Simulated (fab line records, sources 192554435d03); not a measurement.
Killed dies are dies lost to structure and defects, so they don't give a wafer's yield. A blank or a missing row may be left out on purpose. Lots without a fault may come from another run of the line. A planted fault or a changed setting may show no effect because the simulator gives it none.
fab line records | flow n5_finfet
record lots=9 wafers=27 last_day=18
route steps=1938 shown ZERO_LAYER@13 WELL_APT@33 BEOL_M4@1111 PASSIVATION@1936
lots that met no fault: from a run of the same line without faults
start_h: hours from the record's first day to the start of the lot's first wafer shown | wait_h: hours since the lot's step before | " the same as in the row above | L1.1+2: a row that stands for several wafers | - no value, or no start given | * or withheld: withheld | < > ~ a bound
route shown NAME@n: a module of which the file shows steps, and the number in the route of the first | usual: mean/standard deviation of fault-free wafers | same: alike in all rows | chamber/n: place in a boat | sites: the reading at each site | _std_site: their standard deviation | _edge_site: outer sites' mean less inner sites' | radius_mm: how far each site lies from the wafer's centre | mask NAME#n: copy n | behind: the tool/chamber that last shaped the wafer | hold: why the lot was held/for how many hours/how that ended | device: the transistor (n, p or np) that didn't switch | end of line: the same wafers' tests at the end of the route | a step without rows: its recipe alone | killed: dies lost to structure and defects at the first sort, not the wafer's yield | map: a wafer's dies, x killed, . not, _ none there
set.NAME: the setting as run; set.NAME@STEP: as run at that earlier step | model.NAME: the simulator's own value behind a step, which no gauge read
steps of the route over a sample of lots; a table a step, a row a wafer
services: from which hour (start_h, from the record's first day; less than 0 if before it) a tool's chamber was out of use, for how many hours, and why
## steps
# step N5_ZERO_LAYER_CD_MEAS_11
# recipe target_cd_nm=2000 landing_energy_ev=500 detector=se_inlens
# usual cd_nm=2000.9/2
# columns lot.wafer tool chamber start_h wait_h cd_nm
L407.2 cd_sem-01 0 12.65 - 2000.4
L407.3 " 0 " " 2000.9
L407.4 " 0 " " 2003.2
L411.3 cd_sem-03 0 36.78 - 2001.0
L411.5 " 0 " " 1999.5
L411.6 " 0 " " 2002.5
L412.1 cd_sem-03 0 42.64 - 2002.8
L412.2 " 0 " " 2002.7
L412.6 " 0 " " 2002.1
L414.2 cd_sem-01 0 54.77 - 2000.1
L414.4 " 0 " " 2001.3
L414.5 " 0 " " 1998.1
L422.3 cd_sem-01 0 102.65 - 2001.6
L422.5 " 0 " " 2003.5
L422.6 " 0 " " 2003.7
L424.2 cd_sem-02 0 114.77 - 1996.6
L424.3 " 0 " " 1999.3
L424.6 " 0 " " 1999.6
L426.1 cd_sem-03 0 126.64 - 2006.5
L426.2 " 0 " " 2002.3
L426.4 " 0 " " 2005.0
L428.2 cd_sem-02 0 138.78 - 1999.1
L428.3 " 0 " " 2000.9
L428.4 " 0 " " 2001.4
L430.1 cd_sem-02 0 150.78 - 2003.2
L430.4 " 0 " " 2000.8
L430.5 " 0 " " 2001.3
# step N5_WELL_APT_IMPLANT_15
# recipe species=As energy_kev=25 dose_cm2=1.5e+13 tilt_deg=0 rotation_deg=0
# usual beam_on_s=10.00/0.2 dose_ions_cm2=1.5e+13/1.5e+10 faraday_current_uA=190/3.8
# columns lot.wafer tool chamber start_h wait_h beam_on_s dose_ions_cm2 faraday_current_uA
L407.2 implanter-02 0 14.12 0.1 10.20 1.5002e+13 187
L407.3 " 0 " " 10.10 1.5003e+13 189
L407.4 " 0 " " 10.07 1.4987e+13 188
L411.3 implanter-01 0 38.14 0.1 9.87 1.4999e+13 194
L411.5 " 0 " " 9.92 1.4996e+13 191
L411.6 " 0 " " 10.04 1.4998e+13 189
L412.1 implanter-02 0 44.21 0.1 10.02 1.5035e+13 190
L412.2 " 0 " " 9.80 1.5017e+13 193
L412.6 " 0 " " 9.83 1.5014e+13 195
L414.2 implanter-02 0 56.08 0.1 9.82 1.4987e+13 194
L414.4 " 0 " " 9.93 1.5005e+13 192
L414.5 " 0 " " 10.26 1.4999e+13 185
L422.3 implanter-02 0 104.59 0.1 10.30 1.0921e+13 134
L422.5 " 0 " " 10.03 1.0904e+13 138
L422.6 " 0 " " 9.49 1.0899e+13 145
L424.2 implanter-02 0 116.21 0.1 10.32 1.0924e+13 134
L424.3 " 0 " " 10.05 1.0886e+13 137
L424.6 " 0 " " 9.87 1.0922e+13 142
L426.1 implanter-01 0 127.92 0.1 10.06 1.5008e+13 189
L426.2 " 0 " " 9.59 1.5003e+13 198
L426.4 " 0 " " 10.07 1.5008e+13 188
L428.2 implanter-01 0 140.15 0.1 9.83 1.5006e+13 192
L428.3 " 0 " " 9.88 1.501e+13 192
L428.4 " 0 " " 10.29 1.5026e+13 185
L430.1 implanter-01 0 152.37 0.1 10.05 1.497e+13 189
L430.4 " 0 " " 9.95 1.5006e+13 191
L430.5 " 0 " " 9.71 1.4996e+13 196
# step N5_WELL_APT_DESCUM_30
# recipe chemistry=O2 time_s=7.9 source_power_w=50 bias_power_w=20 pressure_mtorr=20 rf_frequency_hz=2.712e+07 temp_c=40 o2_flow_sccm=225
# usual drypump_motor_current_A=5.7/0.41 oes_product_au=0.77/0.08 rf_vpp_V=243.3/1.3 showerhead_plenum_p_Torr=2.10/0.058 throttle_valve_pct=20.34/0.22
# columns lot.wafer tool chamber start_h wait_h drypump_motor_current_A oes_product_au rf_hours_counter_h rf_vpp_V showerhead_plenum_p_Torr throttle_valve_pct
L407.2 rie_diel-05 2 15.06 0.0 5.8 0.74 134 244.8 2.17 19.86
L407.3 " 0 " " 5.5 0.68 243 241.1 1.97 20.60
L407.4 " 1 " " 5.4 0.71 199 242.1 2.08 20.68
L411.3 rie_diel-02 0 39.03 0.1 5.4 0.85 59 243.5 2.12 20.12
L411.5 " 0 " " 5.4 0.86 - 242.6 2.12 20.14
L411.6 " 1 " " 5.4 0.70 - 244.2 2.13 20.54
L412.1 rie_diel-05 2 45.05 0.0 5.8 0.74 146 245.7 2.17 19.88
L412.2 " 3 " " 5.7 0.73 155 242.9 2.11 20.35
L412.6 " 1 " " 5.4 0.70 - 242.0 2.08 20.68
L414.2 rie_diel-02 2 57.32 0.0 6.6 0.81 109 242.3 2.03 20.34
L414.4 " 0 " " 5.4 0.84 67 243.6 2.12 20.13
L414.5 " 0 " " 5.4 0.84 - 245.8 2.12 20.13
L422.3 rie_diel-04 0 105.54 0.1 5.9 0.78 148 242.5 2.10 20.27
L422.5 " 0 " " 5.9 0.78 - 243.5 2.10 20.27
L422.6 " 1 " " 5.4 0.68 - 241.8 2.07 20.32
L424.2 rie_diel-04 1 117.51 0.5 5.4 0.68 240 242.4 2.06 20.32
L424.3 " 3 " " 5.0 0.96 13 244.2 2.24 20.17
L424.6 " 1 " " 5.4 0.68 - 241.7 2.06 20.32
L426.1 rie_diel-02 0 128.89 0.0 5.4 0.81 92 242.6 2.11 20.18
L426.2 " 2 " " 6.6 0.78 132 242.3 2.03 20.39
L426.4 " 0 " " 5.4 0.81 - 244.4 2.11 20.18
L428.2 rie_diel-05 1 141.09 0.0 5.4 0.67 246 242.1 2.06 20.73
L428.3 " 2 " " 5.8 0.71 178 243.7 2.16 19.90
L428.4 " 0 " " 5.6 0.88 34 244.7 2.22 20.25
L430.1 rie_diel-02 2 153.65 0.3 6.6 0.77 145 242.5 2.02 20.41
L430.4 " 0 " " 5.4 0.80 - 244.4 2.11 20.18
L430.5 " 2 " " 6.6 0.77 - 241.1 2.02 20.41
# step N5_WELL_APT_RTA_34
# recipe temp_c=1000 time_s=10 ambient=N2 idle_temp_c=600 ramp_up_c_per_s=150 ramp_down_c_per_s=60 cool_to_c=600
# usual lamp_power_pct=13.00/0.057 wafer_temp_C_max=1003.5/1.1
# columns lot.wafer tool chamber start_h wait_h lamp_power_pct wafer_temp_C_max
L407.2 rtp_anneal-02 0 15.90 0.1 13.00 1004.5
L407.3 " 0 " " 12.88 1003.3
L407.4 " 0 " " 12.95 1002.9
L411.3 rtp_anneal-02 0 39.86 0.1 13.01 1003.1
L411.5 " 0 " " 13.13 1005.0
L411.6 " 0 " " 12.97 1004.4
L412.1 rtp_anneal-02 0 45.82 0.0 13.03 1004.1
L412.2 " 0 " " 13.07 1003.0
L412.6 " 0 " " 12.96 1003.1
L414.2 rtp_anneal-01 0 58.24 0.2 13.08 1003.9
L414.4 " 0 " " 13.01 1005.5
L414.5 " 0 " " 12.91 1002.9
L422.3 rtp_anneal-01 0 106.34 0.1 12.97 1003.1
L422.5 " 0 " " 12.97 1002.2
L422.6 " 0 " " 12.91 1004.6
L424.2 rtp_anneal-01 0 118.30 0.0 13.08 1003.0
L424.3 " 0 " " 13.05 1001.5
L424.6 " 0 " " 12.91 1003.1
L426.1 rtp_anneal-01 0 129.91 0.0 13.04 1004.1
L426.2 " 0 " " 12.92 1002.5
L426.4 " 0 " " 12.99 1004.1
L428.2 rtp_anneal-01 0 142.12 0.0 12.86 1003.4
L428.3 " 0 " " 12.99 1003.7
L428.4 " 0 " " 12.99 1003.5
L430.1 rtp_anneal-02 0 154.54 0.2 12.98 1004.1
L430.4 " 0 " " 13.04 1004.6
L430.5 " 0 " " 13.09 1002.5
# step N5_BEOL_M4_RC_MEAS_101
# usual CJ_P=5.85/0.16 DIBL_N=35.8/1.8 DIBL_P=35.9/2.2 IOFF_N=0.16/0.035 IOFF_P=0.21/0.04 ION_N=672/11 ION_P=461/7.4 SS_N=71.4/0.64 SS_P=73.2/0.67 VT_N=250/3.5 VT_P=-251/3.4
# columns lot.wafer tool chamber start_h wait_h CJ_P DIBL_N[mV/V] DIBL_P[mV/V] IOFF_N[nA/um] IOFF_P[nA/um] ION_N[uA/um] ION_P[uA/um] SS_N[mV/dec] SS_P[mV/dec] VT_N[mV] VT_P[mV]
L407.2 prober-02 0 163.66 0.2 6.05 35.0 34.4 0.15 0.16 664 450 71.5 73.0 250 -254
L407.3 " 0 " " 6.03 35.8 36.3 0.17 0.19 691 467 72.1 73.8 248 -252
L407.4 " 0 " " 6.05 35.0 35.2 0.15 0.17 671 459 72.0 72.7 248 -252
L411.3 prober-02 0 188.64 0.3 5.96 37.6 39.3 0.21 0.27 679 467 72.1 73.9 247 -246
L411.5 " 0 " " 5.99 34.5 35.6 0.15 0.21 670 459 71.0 72.9 250 -247
L411.6 " 0 " " 6.06 35.5 37.1 0.17 0.24 676 473 71.4 73.0 251 -248
L412.1 prober-01 0 200.51 0.0 6.02 35.9 37.2 0.16 0.21 671 464 72.0 73.4 250 -250
L412.2 " 0 " " 5.81 35.0 35.8 0.14 0.20 669 459 71.6 72.8 252 -254
L412.6 " 0 " " 5.90 36.8 37.1 0.17 0.21 675 464 71.9 73.3 250 -249
L414.2 prober-01 0 209.22 0.2 5.41 36.0 35.7 0.15 0.20 665 462 71.5 72.8 254 -250
L414.4 " 0 " " 5.71 39.2 39.2 0.21 0.27 683 468 72.0 74.2 251 -248
L414.5 " 0 " " 5.61 38.9 39.0 0.20 0.25 676 470 72.2 73.1 248 -250
L424.2 prober-01 0 273.52 0.2 4.96 37.6 37.9 0.17 0.19 671 445 72.1 73.8 251 -256
L424.3 " 0 " " 5.01 36.7 36.9 0.15 0.17 668 447 72.0 73.6 252 -256
L424.6 " 0 " " 4.95 35.9 36.3 0.14 0.17 660 448 71.8 73.5 253 -255
L422.3 prober-02 0 277.37 0.3 5.07 37.4 36.9 0.21 0.27 697 479 71.8 73.6 245 -244
L422.5 " 0 " " 5.12 39.5 40.6 0.25 0.35 702 487 72.1 73.8 242 -243
L422.6 " 0 " " 5.08 34.0 33.4 0.13 0.20 667 464 70.4 72.5 252 -247
L426.1 prober-01 0 284.90 0.0 5.94 37.0 36.5 0.16 0.22 673 455 71.6 73.1 251 -249
L426.2 " 0 " " 5.86 37.4 37.5 0.17 0.26 670 462 71.8 74.1 248 -245
L426.4 " 0 " " 5.82 36.3 36.1 0.17 0.22 671 463 71.5 73.4 250 -247
L428.2 prober-01 0 287.94 0.2 5.71 37.1 37.8 0.17 0.21 679 458 72.1 74.1 246 -251
L428.3 " 0 " " 5.66 36.5 36.8 0.15 0.20 674 468 71.4 73.9 251 -255
L428.4 " 0 " " 5.97 33.7 32.5 0.11 0.15 660 454 70.9 72.8 255 -255
L430.1 prober-02 0 311.74 0.0 5.89 34.4 33.0 0.11 0.17 659 459 70.6 72.5 255 -251
L430.4 " 0 " " 6.12 35.2 34.1 0.12 0.18 658 459 71.7 72.9 255 -253
L430.5 " 0 " " 6.03 32.4 30.8 0.09 0.14 653 453 70.3 71.6 257 -255
# step N5_PASSIVATION_PROBE_49
# usual defect_limited_yield=91.0/1.5 killed_at_M0_to_M3=34/9.1 killed_at_M4_up=14/5.7 killed_at_contacts=13/5.7 killed_at_front_end=42/12 killed_at_other=4/3.4 killed_dies=106/17 killed_open=70/13 killed_short=34/7.5 sort_bin_5_function=5.2/0.94 sort_bin_6_memory=3.4/0.69 sort_bin_8_speed=0.00/0.029 sort_n_pass=1074/17 sort_yield_pct=91.0/1.5
# same gross_dies=1180 killed_at_back_side=0 sort_bin_4_leakage[%]=0
# columns lot.wafer tool chamber start_h wait_h defect_limited_yield[%] killed_at_M0_to_M3 killed_at_M4_up killed_at_contacts killed_at_front_end killed_at_other killed_dies killed_open killed_short sort_bin_5_function[%] sort_bin_6_memory[%] sort_bin_8_speed[%] sort_n_pass sort_yield_pct[%]
L407.2 prober-01 - 270.90 0.1 91.4 46 14 10 31 1 102 71 28 4.6 3.6 0.08 1077 91.3
L407.3 prober-01 - 270.95 0.1 93.7 29 12 7 26 0 74 44 21 3.5 2.3 0 1106 93.7
L407.4 prober-01 - 271.00 0.2 92.0 39 14 10 27 4 94 60 27 5.0 2.6 0 1086 92.0
L411.3 prober-02 - 295.06 0.1 90.8 46 11 4 48 0 109 68 36 5.1 3.5 0 1071 90.8
L411.5 prober-02 - 295.16 0.2 91.6 33 11 7 42 6 99 58 39 5.3 2.6 0 1081 91.6
L411.6 prober-02 - 295.21 0.3 92.2 43 9 7 28 5 92 67 24 5.3 2.1 0 1088 92.2
L412.1 prober-01 - 299.50 0.0 91.4 43 13 14 27 4 101 65 32 4.7 3.1 0 1079 91.4
L412.2 prober-01 - 299.55 0.1 90.8 41 9 15 37 6 108 68 39 6.0 2.8 0 1072 90.8
L412.6 prober-01 - 299.75 0.3 91.3 40 12 14 35 2 103 62 40 4.7 3.8 0 1077 91.3
L414.2 prober-01 - 320.40 0.1 90.2 29 16 8 57 6 116 83 30 6.0 3.6 0 1064 90.2
L414.4 prober-01 - 320.50 0.2 89.2 40 17 20 49 2 128 88 39 7.2 3.4 0 1052 89.2
L414.5 prober-01 - 320.55 0.2 90.3 44 9 16 40 6 115 69 44 5.3 3.9 0 1065 90.3
L424.2 prober-01 - 368.43 0.1 92.9 28 12 16 28 0 84 54 27 4.7 2.4 0 1096 92.9
L424.3 prober-01 - 368.48 0.1 89.5 29 16 19 55 5 124 80 44 5.7 4.3 0 1056 89.5
L424.6 prober-01 - 368.63 0.3 90.0 32 12 10 60 4 118 74 39 5.5 3.9 0 1062 90.0
L422.3 prober-02 - 368.70 0.1 89.0 32 16 8 74 0 130 81 45 5.9 4.3 0 1050 89.0
L422.5 prober-02 - 368.80 0.2 89.5 23 21 23 55 2 124 90 34 5.9 3.9 0 1056 89.5
L422.6 prober-02 - 368.85 0.3 90.8 19 13 16 56 5 109 76 33 6.0 2.9 0 1071 90.8
L426.1 prober-01 - 391.70 0.0 89.5 38 19 8 53 6 124 80 41 5.9 4.2 0 1056 89.5
L426.2 prober-01 - 391.75 0.1 90.5 21 13 5 70 3 112 85 26 5.7 3.7 0 1068 90.5
L426.4 prober-01 - 391.85 0.2 90.3 27 22 6 54 5 114 75 38 5.8 3.4 0 1066 90.3
L428.2 prober-02 - 395.77 0.1 91.0 29 19 22 36 0 106 81 22 5.2 3.5 0 1074 91.0
L428.3 prober-02 - 395.82 0.1 91.7 18 22 13 43 2 98 63 35 5.1 3.1 0 1082 91.7
L428.4 prober-02 - 395.87 0.2 91.3 35 18 12 38 0 103 58 41 5.2 3.5 0 1077 91.3
L430.1 prober-01 - 421.81 0.0 93.3 32 9 16 21 1 79 58 20 4.0 2.7 0 1101 93.3
L430.4 prober-01 - 421.96 0.2 91.9 31 13 12 37 3 96 65 30 3.8 4.1 0 1084 91.9
L430.5 prober-01 - 422.01 0.2 88.3 49 11 25 51 2 138 92 44 7.5 3.9 0 1042 88.3
# killed by level:class
L407.2 BEOL_M3:geometric_particle:open=12 MOL_CONTACT_COAG:geometric_particle:open=9 BEOL_M0_SAQP:geometric_particle:open=9 DUMMY_GATE:geometric_particle:open=8 STI_FIN_REVEAL:geometric_particle:open=7 BEOL_M0_SAQP:geometric_particle:short=7 BEOL_M2:geometric_particle:open=7 BEOL_M4:geometric_particle:open=7
L407.3 BEOL_M2:geometric_particle:open=7 GATE_CUT:geometric_particle:short=6 MOL_CONTACT_COAG:geometric_particle:open=5 BEOL_M0_SAQP:geometric_particle:short=5 BEOL_M0_SAQP:geometric_particle:open=5 BEOL_M4:geometric_particle:open=5 BEOL_M1:geometric_particle:open=4 BEOL_M3:geometric_particle:open=4
L407.4 BEOL_M2:geometric_particle:open=12 BEOL_M0_SAQP:geometric_particle:short=8 MOL_CONTACT_COAG:geometric_particle:open=7 BEOL_M1:geometric_particle:open=6 BEOL_M4:geometric_particle:open=6 BEOL_M0_SAQP:geometric_particle:open=5 STI_FIN_REVEAL:geometric_particle:open=4 DUMMY_GATE:geometric_particle:open=4
L411.3 BEOL_M0_SAQP:geometric_particle:short=11 BEOL_M0_SAQP:geometric_particle:open=11 FIN_SAQP:geometric_particle:short=7 GATE_CUT:geometric_particle:open=7 BEOL_M1:geometric_particle:open=7 BEOL_M1:geometric_particle:short=6 BEOL_M3:geometric_particle:open=6 STI_FIN_REVEAL:geometric_particle:open=5
L411.5 BEOL_M0_SAQP:geometric_particle:short=9 BEOL_M0_SAQP:geometric_particle:open=9 FIN_SAQP:geometric_particle:open=6 GATE_CUT:geometric_particle:short=6 STI_FIN_REVEAL:geometric_particle:open=5 DUMMY_GATE:geometric_particle:open=5 STARTING-WAFER:geometric_particle:open=5 BEOL_M3:geometric_particle:open=5
L411.6 BEOL_M0_SAQP:geometric_particle:open=14 BEOL_M3:geometric_particle:open=11 BEOL_M1:geometric_particle:open=7 DUMMY_GATE:geometric_particle:open=6 FIN_SAQP:geometric_particle:open=5 STI_FIN_REVEAL:geometric_particle:open=5 BEOL_M0_SAQP:geometric_particle:short=5 GATE_CUT:geometric_particle:open=4
L412.1 BEOL_M3:geometric_particle:open=13 MOL_CONTACT_COAG:geometric_particle:open=10 STI_FIN_REVEAL:geometric_particle:open=7 BEOL_M0_SAQP:geometric_particle:open=7 BEOL_M2:geometric_particle:open=6 GATE_CUT:geometric_particle:short=5 BEOL_M1:geometric_particle:open=5 MOL_CONTACT_COAG:geometric_particle:short=4
L412.2 MOL_CONTACT_COAG:geometric_particle:open=13 BEOL_M0_SAQP:geometric_particle:open=10 FIN_SAQP:geometric_particle:short=7 BEOL_M0_SAQP:geometric_particle:short=7 BEOL_M1:geometric_particle:open=6 BEOL_M2:geometric_particle:open=6 STARTING-WAFER:geometric_particle:open=5 STARTING-WAFER:geometric_particle:short=5
L412.6 MOL_CONTACT_COAG:geometric_particle:open=12 BEOL_M3:geometric_particle:open=8 BEOL_M0_SAQP:geometric_particle:short=7 BEOL_M0_SAQP:geometric_particle:open=7 FIN_SAQP:geometric_particle:short=6 BEOL_M2:geometric_particle:open=6 FIN_SAQP:geometric_particle:open=5 STARTING-WAFER:geometric_particle:short=5
L414.2 STI_FIN_REVEAL:geometric_particle:open=20 FIN_SAQP:geometric_particle:open=14 FIN_SAQP:geometric_particle:short=6 MOL_CONTACT_COAG:geometric_particle:open=6 BEOL_M3:geometric_particle:open=6 BEOL_M0_SAQP:geometric_particle:open=5 BEOL_M1:geometric_particle:open=5 BEOL_M4:geometric_particle:open=5
L414.4 MOL_CONTACT_COAG:geometric_particle:open=16 FIN_SAQP:geometric_particle:open=14 FIN_SAQP:geometric_particle:short=10 BEOL_M3:geometric_particle:open=10 BEOL_M4:geometric_particle:open=10 BEOL_M0_SAQP:geometric_particle:open=9 BEOL_M0_SAQP:geometric_particle:short=7 STI_FIN_REVEAL:geometric_particle:open=6
L414.5 MOL_CONTACT_COAG:geometric_particle:open=16 FIN_SAQP:geometric_particle:open=13 BEOL_M1:geometric_particle:open=12 BEOL_M0_SAQP:geometric_particle:short=11 BEOL_M3:geometric_particle:open=9 FIN_SAQP:geometric_particle:short=8 ILD0:geometric_particle:short=5 MIM_TOP:geometric_particle:short=4
L424.2 MOL_CONTACT_COAG:geometric_particle:open=11 BEOL_M1:geometric_particle:open=8 GATE_CUT:geometric_particle:short=6 STI_FIN_REVEAL:geometric_particle:open=5 ILD0:geometric_particle:open=4 STARTING-WAFER:geometric_particle:open=4 MOL_CONTACT_COAG:geometric_particle:short=4 BEOL_M0_SAQP:geometric_particle:short=4
L424.3 MOL_CONTACT_COAG:geometric_particle:open=16 FIN_SAQP:geometric_particle:short=14 STI_FIN_REVEAL:geometric_particle:open=12 BEOL_M1:geometric_particle:open=11 BEOL_M3:geometric_particle:open=7 FIN_SAQP:geometric_particle:open=6 BEOL_M4:geometric_particle:open=6 DUMMY_GATE:geometric_particle:open=5
L424.6 FIN_SAQP:geometric_particle:short=12 STI_FIN_REVEAL:geometric_particle:open=9 FIN_SAQP:geometric_particle:open=8 BEOL_M1:geometric_particle:open=8 MOL_CONTACT_COAG:geometric_particle:open=8 BEOL_M3:geometric_particle:open=8 DUMMY_GATE:geometric_particle:open=6 GATE_CUT:geometric_particle:short=6
L422.3 FIN_SAQP:geometric_particle:open=18 STI_FIN_REVEAL:geometric_particle:open=13 DUMMY_GATE:geometric_particle:open=12 BEOL_M2:geometric_particle:open=10 FIN_SAQP:geometric_particle:short=9 BEOL_M0_SAQP:geometric_particle:short=8 STI_FIN_REVEAL:geometric_particle:short=7 MOL_CONTACT_COAG:geometric_particle:open=6
L422.5 FIN_SAQP:geometric_particle:open=26 MOL_CONTACT_COAG:geometric_particle:open=20 BEOL_M4:geometric_particle:open=11 FIN_SAQP:geometric_particle:short=7 DUMMY_GATE:geometric_particle:open=5 BEOL_M0_SAQP:geometric_particle:open=5 BEOL_M1:geometric_particle:open=5 STARTING-WAFER:geometric_particle:short=4
L422.6 FIN_SAQP:geometric_particle:open=21 MOL_CONTACT_COAG:geometric_particle:open=13 FIN_SAQP:geometric_particle:short=9 STI_FIN_REVEAL:geometric_particle:open=9 BEOL_M4:geometric_particle:open=9 BEOL_M2:geometric_particle:open=5 BEOL_M0_SAQP:geometric_particle:short=4 STI_FIN_REVEAL:geometric_particle:short=3
L426.1 BEOL_M3:geometric_particle:open=13 DUMMY_GATE:geometric_particle:open=12 BEOL_M4:geometric_particle:open=11 FIN_SAQP:geometric_particle:short=9 BEOL_M0_SAQP:geometric_particle:short=9 STI_FIN_REVEAL:geometric_particle:open=8 BEOL_M0_SAQP:geometric_particle:open=7 FIN_SAQP:geometric_particle:open=5
L426.2 DUMMY_GATE:geometric_particle:open=18 STI_FIN_REVEAL:geometric_particle:open=17 FIN_SAQP:geometric_particle:open=16 BEOL_M4:geometric_particle:open=10 BEOL_M0_SAQP:geometric_particle:open=7 BEOL_M0_SAQP:geometric_particle:short=6 GATE_CUT:geometric_particle:open=5 DUMMY_GATE:geometric_particle:short=4
L426.4 FIN_SAQP:geometric_particle:open=13 BEOL_M4:geometric_particle:open=11 FIN_SAQP:geometric_particle:short=10 STI_FIN_REVEAL:geometric_particle:open=8 DUMMY_GATE:geometric_particle:open=6 GATE_CUT:geometric_particle:short=6 MOL_CONTACT_COAG:geometric_particle:open=6 BEOL_M0_SAQP:geometric_particle:short=6
L428.2 MOL_CONTACT_COAG:geometric_particle:open=17 STI_FIN_REVEAL:geometric_particle:open=10 BEOL_M1:geometric_particle:open=10 BEOL_M4:geometric_particle:open=8 BEOL_M3:geometric_particle:open=7 FIN_SAQP:geometric_particle:open=6 MOL_CONTACT_COAG:geometric_particle:short=5 BEOL_M5:geometric_particle:open=4
L428.3 BEOL_M4:geometric_particle:open=15 FIN_SAQP:geometric_particle:short=10 MOL_CONTACT_COAG:geometric_particle:open=10 GATE_CUT:geometric_particle:short=8 FIN_SAQP:geometric_particle:open=7 BEOL_M2:geometric_particle:open=6 STI_FIN_REVEAL:geometric_particle:open=4 BEOL_M0_SAQP:geometric_particle:open=4
L428.4 FIN_SAQP:geometric_particle:short=14 BEOL_M1:geometric_particle:open=11 MOL_CONTACT_COAG:geometric_particle:open=10 BEOL_M0_SAQP:geometric_particle:short=9 GATE_CUT:geometric_particle:short=7 STI_FIN_REVEAL:geometric_particle:open=6 FIN_SAQP:geometric_particle:open=5 BEOL_M4:geometric_particle:open=5
L430.1 MOL_CONTACT_COAG:geometric_particle:open=14 BEOL_M2:geometric_particle:open=8 FIN_SAQP:geometric_particle:open=6 BEOL_M0_SAQP:geometric_particle:open=6 BEOL_M0_SAQP:geometric_particle:short=5 BEOL_M1:geometric_particle:open=4 STI_FIN_REVEAL:geometric_particle:open=3 BEOL_M0:geometric_particle:short=3
L430.4 BEOL_M2:geometric_particle:open=10 MOL_CONTACT_COAG:geometric_particle:open=10 BEOL_M3:geometric_particle:open=7 FIN_SAQP:geometric_particle:short=6 FIN_SAQP:geometric_particle:open=6 STI_FIN_REVEAL:geometric_particle:open=5 DUMMY_GATE:geometric_particle:open=5 BEOL_M1:geometric_particle:open=4
L430.5 MOL_CONTACT_COAG:geometric_particle:open=17 FIN_SAQP:geometric_particle:open=16 BEOL_M1:geometric_particle:open=10 BEOL_M3:geometric_particle:open=10 BEOL_M2:geometric_particle:open=9 FIN_SAQP:geometric_particle:short=8 MOL_CONTACT_COAG:geometric_particle:short=8 BEOL_M2:geometric_particle:short=8
## services
# columns tool chamber start_h hours kind
rie_diel-05 - -3.51 1.0 repair
rie_diel-04 3 4.91 4.5 repair
implanter-02 - 6.03 4.6 repair
rtp_anneal-01 - 21.87 2.0 repair
implanter-01 - 23.86 3.0 repair
rie_diel-02 3 29.72 - clean
rie_diel-02 3 29.72 - consumable_replace:focus_ring
rie_diel-02 3 29.72 16.1 scheduled_down
rie_diel-02 3 29.72 16.1 vent_cycle
rie_diel-04 - 33.76 2.8 pm
implanter-02 - 36.00 2.2 repair
rie_diel-02 1 41.35 10.3 repair
implanter-01 - 52.76 5.0 repair
rtp_anneal-02 - 68.09 4.4 pm
rie_diel-04 - 86.97 0.2 repair
rie_diel-05 1 89.57 3.7 repair
rie_diel-04 3 103.87 1.6 repair
rie_diel-02 2 123.38 3.3 repair
rie_diel-02 3 124.20 18.9 repair
rie_diel-05 2 127.78 5.4 repair
rie_diel-04 0 133.20 5.6 repair
rie_diel-02 1 143.12 - clean
rie_diel-02 1 143.12 - consumable_replace:focus_ring
rie_diel-02 1 143.12 20.1 scheduled_down
## key
first_sign step=N5_WELL_APT_IMPLANT_15 reading=dose_ions_cm2 direction=down sigmas=99+ usual=1.5e+13 struck=1.0909e+13
effect step=N5_WELL_APT_IMPLANT_15 reading=faraday_current_uA direction=down sigmas=14 usual=190 struck=138
effect step=N5_BEOL_M4_RC_MEAS_101 reading=CJ_P direction=down sigmas=5.1 usual=5.85 struck=5.03
met_at N5_WELL_APT_IMPLANT_15
struck_lots L422,L424
not_acting_at N5_ZERO_LAYER_CD_MEAS_11,N5_WELL_APT_DESCUM_30,N5_WELL_APT_RTA_34
onset_between 56.08 104.59
fault kind=process_parameter_drift tool=implanter-02 chamber=- onset_h=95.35 steps=N5_WELL_APT_IMPLANT_15 channel=dose_cm2 offset=-4.0936e+12 shape=step end_h=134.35 acts_in=these_recipes_only stated=1.5e+13
